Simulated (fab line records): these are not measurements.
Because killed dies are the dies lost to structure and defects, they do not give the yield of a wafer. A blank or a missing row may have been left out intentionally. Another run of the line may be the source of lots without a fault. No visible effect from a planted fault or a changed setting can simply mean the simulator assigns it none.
Chamber matching | flow nandHarc | 4 sister chambers for NHARC_P_CONTACT_CMP_01 on cmp-04
The step polishes SiO2, target thk 200 nm. 14 wafers are shown with their chamber, then 7 later ones without.

== WAFERS WITH THEIR CHAMBER ==
wafer  | chamber | motorCurrentA (A)
L082.1 | 2       | 12.5
L082.2 | 0       | 11.4
L082.6 | 2       | 12.6
L085.2 | 2       | 12.7
L085.3 | 1       | 12.0
L085.4 | 3       | 14.1
L091.2 | 2       | 12.6
L091.3 | 3       | 13.6
L091.4 | 0       | 12.5
L092.1 | 1       | 12.0
L092.2 | 3       | 14.3
L092.5 | 2       | 12.6
L094.1 | 2       | 12.7
L094.3 | 3       | 13.5

SIGNATURES (means of the wafers above)
reading       | chamber 0 | chamber 1 | chamber 2 | chamber 3 | scatter within a chamber
motorCurrentA | 11.950    | 12.000    | 12.617    | 13.875    | 0.329
Rule: a wafer's distance from a chamber is the root of the sum, over the readings, of the square of ((its reading less the chamber's mean) divided by the reading's scatter). The wafer belongs to the nearest chamber; if the next one is less than 2 further off, it can't be placed. The scatter is the square root of a quotient: the sum, over the shown wafers, of each reading's squared deviation from its chamber's mean, divided by wafers minus chambers.

== WAFERS WHOSE CHAMBER IS MISSING ==
wafer  | motorCurrentA (A)
L094.5 | 11.5
L095.2 | 13.7
L095.4 | 12.2
L095.6 | 11.7
L097.2 | 12.2
L097.3 | 11.7
L097.4 | 11.7

== THE CHAMBER EACH PASSED THROUGH ==
wafer  | from the rows above          | in truth
L094.5 | can't be placed: 0 or 1      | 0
L095.2 | 3                            | 3
L095.4 | can't be placed: 1 or 0 or 2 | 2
L095.6 | can't be placed: 0 or 1      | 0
L097.2 | can't be placed: 1 or 0 or 2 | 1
L097.3 | can't be placed: 0 or 1      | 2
L097.4 | can't be placed: 0 or 1      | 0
1 of 7 placed correctly. Cannot be placed on the basis of these rows: 6; the candidates contain the true chamber in 5. Placed wrongly: 0.
